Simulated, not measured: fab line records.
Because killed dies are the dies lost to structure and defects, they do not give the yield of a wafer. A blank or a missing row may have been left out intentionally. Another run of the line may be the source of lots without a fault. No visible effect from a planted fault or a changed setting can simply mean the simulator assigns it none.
The tool behind it: which one?    flow n5-finfet    10 lots with 27 wafers sampled at 2 steps, on a route of 1938 steps

WHAT THE GAUGES SHOWED, per wafer
N5_BEOL_M11_THK_MEAS_53: measures by xrf.
lot   measured      on             M11_THK (nm)
L486  day 10 20:28  film-metro-02  135 134 135
L489  day 11 06:29  film-metro-01  136 139 139
L487  day 11 06:35  film-metro-01  138 140 137
L493  day 12 07:34  film-metro-02  133 135
L494  day 12 15:20  film-metro-02  133 137
L495  day 12 16:21  film-metro-01  141 139
L501  day 14 14:40  film-metro-01  139 136 137
L506  day 15 17:33  film-metro-02  138 139 137
L508  day 16 03:41  film-metro-02  136 135 139
L507  day 16 16:02  film-metro-02  139 137 134

EACH LOT AND THE TOOL THAT RAN IT (in order: tool; ch and the chambers of the sampled wafers; start)
lot   N5_BEOL_M11_DEGAS_44
L486  pvd-sputter-02, day 10 18:51
L489  pvd-sputter-03, day 11 04:08
L487  pvd-sputter-03, day 11 04:34
L493  pvd-sputter-02, day 12 05:34
L494  pvd-sputter-03, day 12 13:33
L495  pvd-sputter-02, day 12 13:44
L501  pvd-sputter-03, day 14 11:49
L506  pvd-sputter-01, day 15 13:52
L508  pvd-sputter-02, day 16 01:45
L507  pvd-sputter-02, day 16 12:50
- N5_BEOL_M11_DEGAS_44: time 60 s.

THE ANSWER, worked out from the rows above alone
Rule: usual is defined by the lots themselves. The widest of any qualifying gaps counts: lots, ordered by their means at a reading, are off when they make up no more than a third of the lots, leave a main group of 4 or more, and stand apart from it by 3 or more times the standard deviation of that group's means. A main group whose means are all the same, to the digits that the tables above print for the reading, isn't used. Also off: a lot with no number at a reading for which 4 or more lots have one. All remaining lots with rows at the step are treated as sound.
Across all readings shown, no lot is off: no conclusion can be drawn from this.

WHAT THE SIMULATOR HAD INSERTED
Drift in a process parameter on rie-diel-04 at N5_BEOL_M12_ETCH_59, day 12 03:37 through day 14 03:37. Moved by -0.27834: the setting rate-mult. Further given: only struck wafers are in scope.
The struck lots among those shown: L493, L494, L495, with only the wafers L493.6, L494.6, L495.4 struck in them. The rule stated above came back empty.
